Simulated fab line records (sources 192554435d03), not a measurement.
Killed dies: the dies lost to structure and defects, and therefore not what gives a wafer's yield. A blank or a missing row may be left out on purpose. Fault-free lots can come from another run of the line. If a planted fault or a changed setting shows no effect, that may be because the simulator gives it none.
Which tool was responsible? | flow n5Finfet | 24 lots with 72 wafers sampled at 6 steps, on a route of 1938 steps

== WHAT THE GAUGES READ, wafer by wafer ==
Not one reading of a measure or inspect step in the record can be checked against a usual standard deviation.

== TOOL THAT RAN EACH LOT (tool first, then ch and the chambers of the sampled wafers, then the start) ==
lot  | N5_BEOL_M2_ANNEAL_93        | N5_BEOL_M2_CO_CAP_55            | N5_BEOL_M3_DESCUM_33              | N5_BEOL_M3_DEGAS_44         | N5_BEOL_M3_ALD_84                  | N5_BEOL_M3_ANNEAL_49
L074 | pvdSputter-02, day 6 22:11  | cvdCo-01 ch 0,1,2, day 6 23:25  | rieDiel-05 ch 1,2,3, day 7 01:31  | pvdSputter-01, day 7 09:55  | aldMetal-02 ch 1,2,3, day 7 10:02  | pvdSputter-03, day 7 11:05
L076 | pvdSputter-03, day 7 05:17  | cvdCo-01 ch 0,1,2, day 7 06:31  | rieDiel-03 ch 0,3, day 7 09:54    | pvdSputter-01, day 7 16:58  | aldMetal-03 ch 1,2,3, day 7 17:10  | pvdSputter-02, day 7 18:10
L075 | pvdSputter-03, day 7 07:07  | cvdCo-01 ch 0,1,2, day 7 08:22  | rieDiel-02 ch 0,1,2, day 7 11:10  | pvdSputter-02, day 7 17:28  | aldMetal-02 ch 0,1,2, day 7 17:41  | pvdSputter-01, day 7 19:44
L077 | pvdSputter-03, day 7 18:52  | cvdCo-01 ch 0,1,2, day 7 20:06  | rieDiel-03 ch 0,2,3, day 7 22:31  | pvdSputter-03, day 7 23:42  | aldMetal-03 ch 1,2,3, day 7 23:50  | pvdSputter-03, day 8 00:32
L078 | pvdSputter-01, day 7 18:58  | cvdCo-02 ch 0,1,2, day 7 20:14  | rieDiel-05 ch 0,2,3, day 7 22:54  | pvdSputter-02, day 7 23:55  | aldMetal-01 ch 0,1,2, day 8 00:01  | pvdSputter-01, day 8 02:05
L079 | pvdSputter-01, day 8 07:17  | cvdCo-02 ch 0,1,2, day 8 08:35  | rieDiel-02 ch 1,2,3, day 8 10:33  | pvdSputter-03, day 8 11:52  | aldMetal-01 ch 0,1,2, day 8 11:58  | pvdSputter-02, day 8 12:47
L080 | pvdSputter-03, day 8 10:42  | cvdCo-02 ch 0,1,2, day 8 11:56  | rieDiel-02 ch 1,2,3, day 8 16:16  | pvdSputter-03, day 8 22:58  | aldMetal-03 ch 0,1,2, day 8 23:07  | pvdSputter-03, day 8 23:46
L081 | pvdSputter-02, day 8 12:16  | cvdCo-01 ch 0,2, day 8 13:34    | rieDiel-03 ch 0,2, day 8 16:35    | pvdSputter-02, day 9 00:02  | aldMetal-02 ch 0,2, day 9 00:08    | pvdSputter-02, day 9 00:44
L082 | pvdSputter-01, day 9 01:49  | cvdCo-02 ch 0,1, day 9 03:07    | rieDiel-02 ch 0,1,3, day 9 05:05  | pvdSputter-01, day 9 08:47  | aldMetal-02 ch 0,1,2, day 9 08:59  | pvdSputter-01, day 9 11:22
L083 | pvdSputter-01, day 9 10:51  | cvdCo-01 ch 0,2, day 9 12:04    | rieDiel-03 ch 0,1, day 9 16:16    | pvdSputter-02, day 9 17:22  | aldMetal-02 ch 2,3, day 9 17:28    | pvdSputter-02, day 9 18:00
L084 | pvdSputter-02, day 9 10:52  | cvdCo-01 ch 1,2, day 9 12:11    | rieDiel-05 ch 0,1, day 9 16:53    | pvdSputter-03, day 9 21:11  | aldMetal-02 ch 1,2,3, day 9 21:20  | pvdSputter-03, day 9 21:58
L085 | pvdSputter-01, day 9 20:41  | cvdCo-02 ch 0,2, day 9 21:55    | rieDiel-03 ch 0,3, day 10 01:28   | pvdSputter-02, day 10 06:57 | aldMetal-03 ch 0,1,3, day 10 07:03 | pvdSputter-01, day 10 08:05
L086 | pvdSputter-01, day 9 23:22  | cvdCo-01 ch 1,2, day 10 00:37   | rieDiel-02 ch 1,2,3, day 10 04:01 | pvdSputter-01, day 10 07:11 | aldMetal-02 ch 0,2,3, day 10 07:20 | pvdSputter-02, day 10 08:02
L087 | pvdSputter-01, day 10 04:54 | cvdCo-01 ch 1,2, day 10 06:08   | rieDiel-03 ch 1,2, day 10 08:33   | pvdSputter-01, day 10 10:29 | aldMetal-03 ch 2,3, day 10 10:37   | pvdSputter-01, day 10 11:19
L088 | pvdSputter-02, day 10 05:28 | cvdCo-02 ch 0,1, day 10 06:43   | rieDiel-05 ch 0,1,3, day 10 10:01 | pvdSputter-01, day 10 13:34 | aldMetal-01 ch 1,2,3, day 10 13:40 | pvdSputter-01, day 10 14:25
L089 | pvdSputter-03, day 10 15:50 | cvdCo-02 ch 0, day 10 17:15     | rieDiel-02 ch 0,1,2, day 10 19:32 | pvdSputter-01, day 10 20:38 | aldMetal-02 ch 0,1,3, day 10 20:44 | pvdSputter-02, day 10 22:11
L091 | pvdSputter-01, day 10 22:40 | cvdCo-01 ch 0,1, day 10 23:53   | rieDiel-02 ch 0,2,3, day 11 02:22 | pvdSputter-03, day 11 09:33 | aldMetal-01 ch 0,2,3, day 11 09:39 | pvdSputter-02, day 11 11:23
L090 | pvdSputter-03, day 11 11:04 | cvdCo-02 ch 0,1, day 11 12:18   | rieDiel-05 ch 1,3, day 11 15:22   | pvdSputter-02, day 11 18:16 | aldMetal-02 ch 0,3, day 11 18:35   | pvdSputter-01, day 11 20:09
L092 | pvdSputter-01, day 11 14:13 | cvdCo-02 ch 0,1,2, day 11 15:26 | rieDiel-03 ch 0,1,3, day 11 19:08 | pvdSputter-01, day 12 03:09 | aldMetal-02 ch 0,1,2, day 12 03:15 | pvdSputter-02, day 12 04:05
L093 | pvdSputter-01, day 11 19:23 | cvdCo-02 ch 0,1,2, day 11 20:37 | rieDiel-03 ch 0,1,3, day 11 23:45 | pvdSputter-01, day 12 03:40 | aldMetal-02 ch 1,2,3, day 12 03:46 | pvdSputter-01, day 12 04:52
L094 | pvdSputter-02, day 11 19:44 | cvdCo-02 ch 1,2, day 11 21:47   | rieDiel-05 ch 0,2,3, day 12 02:00 | pvdSputter-02, day 12 06:50 | aldMetal-01 ch 0,1,2, day 12 06:59 | pvdSputter-03, day 12 07:57
L095 | pvdSputter-03, day 12 05:26 | cvdCo-02 ch 0,1, day 12 06:56   | rieDiel-05 ch 0,3, day 12 10:31   | pvdSputter-02, day 12 16:58 | aldMetal-03 ch 0,2,3, day 12 17:05 | pvdSputter-03, day 12 17:55
L096 | pvdSputter-02, day 12 08:25 | cvdCo-02 ch 1,2, day 12 09:38   | rieDiel-03 ch 1,2, day 12 11:53   | pvdSputter-03, day 12 20:00 | aldMetal-02 ch 0,1,3, day 12 20:06 | pvdSputter-03, day 12 20:39
L097 | pvdSputter-03, day 12 12:09 | cvdCo-02 ch 0,2, day 12 13:22   | rieDiel-05 ch 0,3, day 12 17:15   | pvdSputter-01, day 13 03:46 | aldMetal-02 ch 2,3, day 13 03:56   | pvdSputter-01, day 13 04:49
- N5_BEOL_M2_ANNEAL_93: time 240 s.
- N5_BEOL_M2_CO_CAP_55: material Co, precursor CCTBA/H2, target thk 2 nm, time 102.1 s.
- N5_BEOL_M3_DESCUM_33: chemistry O2, time 7 s.
- N5_BEOL_M3_DEGAS_44: time 60 s.
- N5_BEOL_M3_ALD_84: deposits TaN, pulse time 2 s, purge time 3 s, co reactant purge time 2 s.
- N5_BEOL_M3_ANNEAL_49: time 240 s.

== WHAT THE TOOLS THEMSELVES READ (means of the sampled wafers that have a number; where no wafer has one, the mark that the record gives instead) ==
N5_BEOL_M2_ANNEAL_93.
lot  | tool          | heaterPowerW (W)
L074 | pvdSputter-02 | 889
L076 | pvdSputter-03 | 935
L075 | pvdSputter-03 | 946
L077 | pvdSputter-03 | 816
L078 | pvdSputter-01 | 881
L079 | pvdSputter-01 | 807
L080 | pvdSputter-03 | 923
L081 | pvdSputter-02 | 853
L082 | pvdSputter-01 | 851
L083 | pvdSputter-01 | 873
L084 | pvdSputter-02 | 852
L085 | pvdSputter-01 | 825
L086 | pvdSputter-01 | 825
L087 | pvdSputter-01 | 889
L088 | pvdSputter-02 | 901
L089 | pvdSputter-03 | 893
L091 | pvdSputter-01 | 801
L090 | pvdSputter-03 | 1081
L092 | pvdSputter-01 | 862
L093 | pvdSputter-01 | 814
L094 | pvdSputter-02 | 895
L095 | pvdSputter-03 | 779
L096 | pvdSputter-02 | 852
L097 | pvdSputter-03 | 1028

N5_BEOL_M2_CO_CAP_55.
lot  | tool     | heaterPowerW (W)
L074 | cvdCo-01 | 242
L076 | cvdCo-01 | 237
L075 | cvdCo-01 | 240
L077 | cvdCo-01 | 238
L078 | cvdCo-02 | 216
L079 | cvdCo-02 | 220
L080 | cvdCo-02 | 220
L081 | cvdCo-01 | 221
L082 | cvdCo-02 | 212
L083 | cvdCo-01 | 223
L084 | cvdCo-01 | 253
L085 | cvdCo-02 | 227
L086 | cvdCo-01 | 241
L087 | cvdCo-01 | 255
L088 | cvdCo-02 | 208
L089 | cvdCo-02 | 224
L091 | cvdCo-01 | 243
L090 | cvdCo-02 | 209
L092 | cvdCo-02 | 218
L093 | cvdCo-02 | 220
L094 | cvdCo-02 | 222
L095 | cvdCo-02 | 210
L096 | cvdCo-02 | 213
L097 | cvdCo-02 | 229

N5_BEOL_M3_DESCUM_33.
lot  | tool       | drypumpMotorCurrentA (A) | oesProductAu (a.u.) | rfVppV (V) | showerheadPlenumPTorr (Torr) | throttleValvePct (%)
L074 | rieDiel-05 | 5.6                      | 0.73                | 243.1      | 2.06                         | 20.51
L076 | rieDiel-03 | 5.4                      | 0.74                | 243.5      | 2.09                         | 20.36
L075 | rieDiel-02 | 5.5                      | 0.87                | 244.2      | 2.16                         | 20.22
L077 | rieDiel-03 | 5.3                      | 0.83                | 243.3      | 2.11                         | 20.35
L078 | rieDiel-05 | 6.1                      | 0.71                | 241.5      | 2.02                         | 20.71
L079 | rieDiel-02 | 5.5                      | 0.79                | 243.6      | 2.14                         | 20.43
L080 | rieDiel-02 | 5.5                      | 0.79                | 243.7      | 2.14                         | 20.43
L081 | rieDiel-03 | 5.1                      | 0.90                | 244.3      | 2.13                         | 20.34
L082 | rieDiel-02 | 5.7                      | 0.84                | 244.3      | 2.18                         | 20.20
L083 | rieDiel-03 | 5.5                      | 0.80                | 243.3      | 2.11                         | 20.35
L084 | rieDiel-05 | 5.9                      | 0.69                | 243.2      | 2.09                         | 20.61
L085 | rieDiel-03 | 5.5                      | 0.76                | 242.6      | 2.10                         | 20.40
L086 | rieDiel-02 | 5.4                      | 0.78                | 245.1      | 2.13                         | 20.45
L087 | rieDiel-03 | 5.2                      | 0.84                | 243.8      | 2.11                         | 20.27
L088 | rieDiel-05 | 5.6                      | 0.70                | 242.3      | 2.07                         | 20.55
L089 | rieDiel-02 | 5.5                      | 0.84                | 244.0      | 2.15                         | 20.26
L091 | rieDiel-02 | 5.6                      | 0.79                | 243.9      | 2.16                         | 20.35
L090 | rieDiel-05 | 5.2                      | 0.71                | 243.2      | 2.09                         | 20.39
L092 | rieDiel-03 | 5.4                      | 0.76                | 243.2      | 2.09                         | 20.37
L093 | rieDiel-03 | 5.5                      | 0.75                | 242.7      | 2.09                         | 20.39
L094 | rieDiel-05 | 6.1                      | 0.80                | 241.7      | 2.01                         | 20.63
L095 | rieDiel-05 | 6.1                      | 0.89                | 242.7      | 2.03                         | 20.49
L096 | rieDiel-03 | 5.0                      | 0.85                | 243.9      | 2.12                         | 20.32
L097 | rieDiel-05 | 6.1                      | 0.88                | 242.0      | 2.03                         | 20.50

N5_BEOL_M3_DEGAS_44.
lot  | tool          | heaterPowerW (W)
L074 | pvdSputter-01 | 331
L076 | pvdSputter-01 | 350
L075 | pvdSputter-02 | 332
L077 | pvdSputter-03 | 335
L078 | pvdSputter-02 | 339
L079 | pvdSputter-03 | 323
L080 | pvdSputter-03 | 301
L081 | pvdSputter-02 | 352
L082 | pvdSputter-01 | 332
L083 | pvdSputter-02 | 322
L084 | pvdSputter-03 | 323
L085 | pvdSputter-02 | 320
L086 | pvdSputter-01 | 319
L087 | pvdSputter-01 | 317
L088 | pvdSputter-01 | 323
L089 | pvdSputter-01 | 307
L091 | pvdSputter-03 | 360
L090 | pvdSputter-02 | 341
L092 | pvdSputter-01 | 345
L093 | pvdSputter-01 | 324
L094 | pvdSputter-02 | 342
L095 | pvdSputter-02 | 335
L096 | pvdSputter-03 | 323
L097 | pvdSputter-01 | 331

N5_BEOL_M3_ALD_84.
lot  | tool        | heaterPowerW (W)
L074 | aldMetal-02 | 428
L076 | aldMetal-03 | 434
L075 | aldMetal-02 | 438
L077 | aldMetal-03 | 434
L078 | aldMetal-01 | 462
L079 | aldMetal-01 | 454
L080 | aldMetal-03 | 424
L081 | aldMetal-02 | 416
L082 | aldMetal-02 | 439
L083 | aldMetal-02 | 406
L084 | aldMetal-02 | 432
L085 | aldMetal-03 | 413
L086 | aldMetal-02 | 402
L087 | aldMetal-03 | 425
L088 | aldMetal-01 | 466
L089 | aldMetal-02 | 417
L091 | aldMetal-01 | 454
L090 | aldMetal-02 | 401
L092 | aldMetal-02 | 435
L093 | aldMetal-02 | 430
L094 | aldMetal-01 | 455
L095 | aldMetal-03 | 417
L096 | aldMetal-02 | 422
L097 | aldMetal-02 | 398

N5_BEOL_M3_ANNEAL_49.
lot  | tool          | heaterPowerW (W)
L074 | pvdSputter-03 | 936
L076 | pvdSputter-02 | 856
L075 | pvdSputter-01 | 830
L077 | pvdSputter-03 | 938
L078 | pvdSputter-01 | 855
L079 | pvdSputter-02 | 842
L080 | pvdSputter-03 | 920
L081 | pvdSputter-02 | 840
L082 | pvdSputter-01 | 797
L083 | pvdSputter-02 | 889
L084 | pvdSputter-03 | 736
L085 | pvdSputter-01 | 794
L086 | pvdSputter-02 | 917
L087 | pvdSputter-01 | 849
L088 | pvdSputter-01 | 825
L089 | pvdSputter-02 | 804
L091 | pvdSputter-02 | 919
L090 | pvdSputter-01 | 842
L092 | pvdSputter-02 | 842
L093 | pvdSputter-01 | 863
L094 | pvdSputter-03 | 928
L095 | pvdSputter-03 | 761
L096 | pvdSputter-03 | 807
L097 | pvdSputter-01 | 808

== THE ANSWER, worked out from the rows above alone ==
Rule: usual is defined by the lots themselves. Put in order of their means at a reading, lots are off if they are a third of the lots or fewer, leave a main group of 4 or more, and stand apart from it by a gap of 3 or more times the standard deviation of the main group's means; of several such gaps the widest counts. Not used: any main group whose means are identical at the precision the tables above print for the reading. Also off: a lot with no number at a reading for which 4 or more lots have one. Where the step has rows for the other lots, those lots are counted as sound. First the gauges in route order, then the tools' own readings, where a lot's mean is used as printed above. At the first step where some lot is off, the reading lying furthest off is the one used; lots without a number count as furthest.
No lot is off at any reading shown: from this, nothing can be told.

== WHAT THE SIMULATOR HAD INSERTED ==
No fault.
